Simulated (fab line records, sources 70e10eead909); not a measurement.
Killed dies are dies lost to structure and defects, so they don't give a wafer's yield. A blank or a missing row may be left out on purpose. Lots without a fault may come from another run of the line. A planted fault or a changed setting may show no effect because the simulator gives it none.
Chamber matching | flow nand_harc | NHARC_A_BONDPAD_CMP_29 on cmp-04: 4 sister chambers
The step polishes SiCN, target thk 200 nm. 16 wafers are shown with their chamber, then 8 later ones without.

WAFERS WITH THEIR CHAMBER
wafer  | chamber | motor_current_A (A)
L077.4 | 2       | 13.4
L077.5 | 0       | 12.7
L077.6 | 1       | 13.6
L076.1 | 1       | 12.9
L076.2 | 3       | 13.4
L076.5 | 1       | 13.3
L079.2 | 1       | 13.0
L079.4 | 2       | 13.4
L079.5 | 0       | 12.1
L080.4 | 2       | 13.1
L080.5 | 0       | 11.5
L080.6 | 1       | 13.5
L084.2 | 0       | 11.3
L084.3 | 3       | 14.1
L084.6 | 3       | 12.5
L085.1 | 1       | 13.3

SIGNATURES (means of the wafers above)
reading         | chamber 0 | chamber 1 | chamber 2 | chamber 3 | scatter within a chamber
motor_current_A | 11.900    | 13.267    | 13.300    | 13.333    | 0.493
Rule: a wafer's distance from a chamber is the root of the sum, over the readings, of the square of ((its reading less the chamber's mean) divided by the reading's scatter). The wafer belongs to the nearest chamber; if the next one is less than 2 further off, it can't be placed. The scatter: the root of (the sum of the squares of (reading less its chamber's mean) over the shown wafers, divided by (wafers less chambers)).

WAFERS WITHOUT THEIR CHAMBER
wafer  | motor_current_A (A)
L085.3 | 11.2
L085.4 | 12.6
L088.1 | 13.1
L088.5 | 13.7
L088.6 | 13.3
L091.1 | 11.7
L091.2 | 13.5
L091.3 | 13.7

WHICH CHAMBER EACH WENT THROUGH
wafer  | from the rows above               | in truth
L085.3 | 0                                 | 0
L085.4 | can't be placed: 1 or 0 or 2 or 3 | 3
L088.1 | can't be placed: 1 or 2 or 3      | 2
L088.5 | can't be placed: 3 or 2 or 1      | 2
L088.6 | can't be placed: 2 or 1 or 3      | 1
L091.1 | 0                                 | 0
L091.2 | can't be placed: 3 or 2 or 1      | 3
L091.3 | can't be placed: 3 or 2 or 1      | 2
Placed correctly: 2 of 8. Can't be placed from these rows: 6 (the true chamber is among the candidates in 6). Placed wrongly: 0.
